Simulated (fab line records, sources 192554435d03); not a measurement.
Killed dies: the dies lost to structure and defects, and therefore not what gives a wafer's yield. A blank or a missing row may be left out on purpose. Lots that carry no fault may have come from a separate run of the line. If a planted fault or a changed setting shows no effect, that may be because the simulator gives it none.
fab line records -- flow n5Finfet
record lots=4, wafers=12, lastDay=18
route steps=1938 shown BEOL_M8@1395 BEOL_M9@1401
lots that met no fault: taken from a fault-free run of the same line
startH: start of the lot's first displayed wafer, in hours after the record's first day -- waitH: hours elapsed since this lot's preceding step -- " identical to the entry in the row above -- L1.1+2: several wafers, shown together as one row -- - either no value or no given start -- * or withheld: withheld -- < > ~ a bound
route shown NAME@n: names a module that has steps shown in the file, with the first one's number in the route -- usual: average and standard deviation across the fault-free wafers -- same: alike in all rows -- chamber/n: place in a boat -- sites: each site's reading -- _std_site: how widely they spread, as a standard deviation -- _edge_site: inner sites' mean taken away from outer sites' mean -- radiusMm: for every site, how far away it sits from the centre of the wafer -- mask NAME#n: copy n -- behind: the most recent tool/chamber to have shaped the wafer -- hold: reason for holding the lot/hours on hold/outcome of the hold -- device: whichever transistor did not switch (one of n, p or np) -- end of line: tests of these same wafers at the route's end -- for a step that has no rows: nothing shown but its recipe -- killed: the dies lost at the first sort to structure and to defects; this is not the yield of the wafer -- map: shows each die of a wafer: x if killed, . if not, _ if none is there
set.NAME: setting as actually run; set.NAME@STEP: the setting as run at that earlier step -- model.NAME: the simulator's own value behind a step, which no gauge read
certain route steps with their lots: each step a table, each wafer a row
services: a tool's chamber out of use, with start hour (startH, from the record's first day; less than 0 if before it), hours out, and reason
## steps
# step N5_BEOL_M8_CMP_52
# recipe stopOn=SiCOH_lowk, tOverpolishS=6.9, downForcePsi=1, platenRpm=50, clearingPlatenDownForcePsi=1.5, clearingPlatenRpm=50, postCmpClean=cuAlkaline, targetThkNm=80, clearingPlatenPadVelocityMS=0.99484, padVelocityMS=0.99484
# step N5_BEOL_M8_PRE_CLEAN_55
# recipe gas=NH3, timeS=15, tempC=withheld, rfPowerW=300
# step N5_BEOL_M8_DEP_56
# recipe material=SiCN, targetThkA=100, tempC=withheld, precursor=3MS/NH3, pressureTorr=3, rfW=202, timeS=17.5
# step N5_BEOL_M9_ILD_DEP_00
# recipe material=SiCOH_lowk, targetThkA=3085.1, tempC=300, precursor=DEMS/porogen, pressureTorr=5, rfW=500, timeS=58
# step N5_BEOL_M9_CURE_71
# recipe tempC=385, timeS=240, ambient=He/Ar, material=SiCOH_lowk
# step N5_BEOL_M9_PECVD_70
# recipe material=SiO2, targetThkA=200, tempC=400, precursor=TEOS/O2, pressureTorr=5.5, rfW=450, teosFlowSccm=53.8, gas=O2, flowSccm=3000, timeS=22.7
# step N5_BEOL_M9_HM_DEP_02
# recipe material=TiN, targetThkA=200, tempC=25, chamberPressurePa=0.49996
# step N5_BEOL_M9_COAT_59
# recipe resist=SOC, tempC=250, timeS=60, spinRpm=1500, resistThkNm=100
# step N5_BEOL_M9_COAT_60
# recipe resist=SiARC, tempC=220, timeS=60, spinRpm=1500, resistThkNm=30
# usual spinSpeedRpm=1500.0/0.96
lot.wafer,tool,chamber,startH,waitH,spinSpeedRpm,model.SiARC_of_BEOL_M9_COAT_60.thkNm
L606.2,lithoTrack-04,0,213.37,-,1498.8,30.2
L606.5,lithoTrack-04,0,213.37,-,1499.2,30.2
L606.6,lithoTrack-04,0,213.37,-,1500.0,30.2
L621.1,lithoTrack-04,0,323.22,-,1591.7,29.2
L621.5,lithoTrack-04,0,323.22,-,1591.3,29
L621.6,lithoTrack-04,0,323.22,-,1591.0,29
L623.1,lithoTrack-04,0,328.91,-,1592.7,29.4
L623.3,lithoTrack-04,0,328.91,-,1591.7,29.2
L623.5,lithoTrack-04,0,328.91,-,1591.0,29.2
L627.2,lithoTrack-03,0,347.66,-,1500.5,30
L627.3,lithoTrack-03,0,347.66,-,1499.9,30.2
L627.6,lithoTrack-03,0,347.66,-,1500.1,30
# step N5_BEOL_M9_COAT_05
# recipe resist=CAR-ArF, spinRpm=1500, resistThkNm=90
# step N5_BEOL_M9_EBR_07
# recipe solvent=PGMEA, ebrWidthMm=1.5
# step N5_BEOL_M9_SOFTBAKE_06
# recipe tempC=110, timeS=60, resist=CAR-ArF
# step N5_BEOL_M9_EXPOSE_08
# recipe maskId=M9, na=1.35, sourceShape=dipole, sigmaInner=0.411, sigmaOuter=0.611, polarization=te, doseMj=53.75
# step N5_BEOL_M9_PEB_09
# recipe pebTempC=withheld, pebTimeS=60, resist=CAR-ArF
# step N5_BEOL_M9_DEVELOP_10
# recipe developTimeS=30, developer=TMAH, resist=CAR-ArF, rinseLiquid=diw, dry=airSpin, devTempC=23
# step N5_BEOL_M9_DESCUM_16
# recipe chemistry=O2, timeS=7.9, sourcePowerW=50, biasPowerW=20, pressureMtorr=20, rfFrequencyHz=2.712e+07, tempC=40, resist=CAR-ArF, o2FlowSccm=225
# step N5_BEOL_M9_ETCH_61
# recipe chemistry=CF4, target=SiARC, targetDepthA=390, maskMaterial=CAR-ArF, timeS=65, ionEnergyEv=80, pressureMtorr=40, sourceW=545, biasW=36, Ar_flow_sccm=100, cf4FlowSccm=100, ends=cleared
# usual chamberPressureMTorr=40.00/0.04, drypumpMotorCurrentA=5.5/0.44, etchRfOnTimeS=64.8/1.5, oesProductAu=0.67/0.081, rfVppV=184.8/1.2, showerheadPlenumPTorr=2.20/0.07, throttleValvePct=15.71/0.25
lot.wafer,tool,chamber,startH,waitH,chamberPressureMTorr,drypumpMotorCurrentA,etchRfOnTimeS,oesProductAu,rfHoursCounterH,rfVppV,showerheadPlenumPTorr,throttleValvePct,model.etch.depthNm,model.CAR-ArF_of_BEOL_M9_COAT_05.thkNm
L606.2,rieDiel-02,1,213.86,0.0,40.09,5.7,63.2,0.83,9,185.4,2.26,15.62,30.14,55.6
L606.5,rieDiel-02,0,213.86,0.0,40.04,5.2,65.4,0.63,-,184.7,2.21,16.00,30.16,55.2
L606.6,rieDiel-02,1,213.86,0.0,40.00,5.6,62.4,0.84,-,184.7,2.26,15.62,30.16,55.4
L621.1,rieDiel-02,2,323.71,0.0,40.02,5.0,64.2,0.74,42,186.2,2.27,15.31,29.12,56.8
L621.5,rieDiel-02,2,323.71,0.0,40.00,5.0,64.5,0.75,-,185.9,2.27,15.33,29.07,56.6
L621.6,rieDiel-02,1,323.71,0.0,40.02,5.6,61.1,0.78,-,186.2,2.25,15.68,29.03,56.6
L623.1,rieDiel-02,0,329.96,0.0,40.01,5.2,64.1,0.59,200,184.7,2.20,16.07,29.31,56.4
L623.3,rieDiel-02,3,329.96,0.0,39.90,5.5,62.6,0.61,193,185.3,2.21,15.91,29.2,56.4
L623.5,rieDiel-02,3,329.96,0.0,40.00,5.5,63.2,0.61,-,184.3,2.21,15.91,29.23,56.4
L627.2,rieDiel-06,2,348.06,0.0,39.98,5.9,61.5,0.75,34,184.6,2.10,15.57,30.01,55.6
L627.3,rieDiel-06,0,348.06,0.0,39.93,5.1,64.9,0.60,203,182.5,2.03,15.71,30.11,55.6
L627.6,rieDiel-06,3,348.06,0.0,40.01,6.4,67.8,0.59,-,184.9,2.21,15.57,30.08,55.6
# step N5_BEOL_M9_ETCH_62
# recipe chemistry=N2/H2, target=SOC, targetDepthA=1100, overetchA=220, maskMaterial=SiARC, tempC=40, timeS=165, ionEnergyEv=200, pressureMtorr=30, sourceW=840, biasW=150, n2FlowSccm=200, h2FlowSccm=200
# usual chamberPressureMTorr=29.997/0.028, drypumpMotorCurrentA=5.5/0.44, oesProductAu=0.67/0.074, rfVppV=526.0/2.5, showerheadPlenumPTorr=2.62/0.089, throttleValvePct=18.0/0.32
lot.wafer,tool,chamber,startH,waitH,chamberPressureMTorr,drypumpMotorCurrentA,oesProductAu,rfHoursCounterH,rfVppV,showerheadPlenumPTorr,throttleValvePct,model.SiARC_of_BEOL_M9_COAT_60.thkNm
L606.2,rieDiel-02,1,213.91,0.0,29.982,5.7,0.81,9,529.0,2.72,18.2,23.4
L606.5,rieDiel-02,0,213.91,0.0,29.977,5.2,0.63,-,528.1,2.63,18.1,23.8
L606.6,rieDiel-02,1,213.91,0.0,30.019,5.6,0.82,-,529.3,2.72,18.2,23.4
L621.1,rieDiel-02,2,323.76,0.0,29.961,5.0,0.75,42,526.5,2.69,17.4,22.6
L621.5,rieDiel-02,2,323.76,0.0,29.945,5.0,0.74,-,528.6,2.69,17.4,22.4
L621.6,rieDiel-02,1,323.76,0.0,29.949,5.7,0.76,-,527.9,2.71,18.2,22.4
L623.1,rieDiel-02,3,330.01,0.0,30.009,5.5,0.60,193,527.2,2.63,18.1,23
L623.3,rieDiel-02,1,330.01,0.0,30.007,5.6,0.75,43,529.5,2.71,18.2,22.6
L623.5,rieDiel-02,3,330.01,0.0,30.013,5.5,0.60,-,524.5,2.63,18.1,22.8
L627.2,rieDiel-06,2,348.11,0.0,29.992,5.9,0.73,34,521.7,2.48,17.8,23.4
L627.3,rieDiel-06,0,348.11,0.0,30.006,5.1,0.61,203,520.6,2.40,17.8,23.6
L627.6,rieDiel-06,3,348.11,0.0,29.974,6.5,0.60,-,526.0,2.62,17.8,23.8
# step N5_BEOL_M9_STRIP_68
# recipe chemistry=N2/H2, tempC=40, n2FlowSccm=200, h2FlowSccm=200, rfFrequencyHz=6e+07
## services
tool,chamber,startH,hours,kind
rieDiel-06,2,207.73,-,clean
rieDiel-06,2,207.73,-,consumableReplace:focusRing
rieDiel-06,2,207.73,13.7,scheduledDown
rieDiel-06,2,207.73,13.7,ventCycle
rieDiel-02,2,209.65,5.9,repair
rieDiel-06,-,213.63,0.3,repair
lithoTrack-04,-,269.98,-,consumableReplace:filter
rieDiel-06,2,290.72,8.7,repair
rieDiel-06,1,313.56,3.6,repair
rieDiel-06,-,324.61,2.8,pm
rieDiel-02,2,330.09,1.6,repair
rieDiel-06,0,339.69,7.4,repair
## key
firstSign step=N5_BEOL_M9_COAT_60, reading=spinSpeedRpm, direction=up, sigmas=95, usual=*, struck=*
effect none on later readings
modelEffect step=N5_BEOL_M9_COAT_60, value=SiARC_of_BEOL_M9_COAT_60.thkNm, without=30.07, struck=29.17
modelEffect step=N5_BEOL_M9_ETCH_61, value=etch.depthNm, without=30.04, struck=29.16
modelEffect step=N5_BEOL_M9_ETCH_62, value=SiARC_of_BEOL_M9_COAT_60.thkNm, without=23.53, struck=22.63
metAt N5_BEOL_M9_COAT_60
struckWafers L621.1,L621.5,L621.6,L623.1,L623.3,L623.5
onsetBetween 213.37 323.22
fault kind=processParameterDrift, tool=lithoTrack-04, chamber=-, onsetH=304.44, steps=N5_BEOL_M9_COAT_60, channel=spinRpm, offset=*, shape=step, endH=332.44, actsIn=*, stated=*
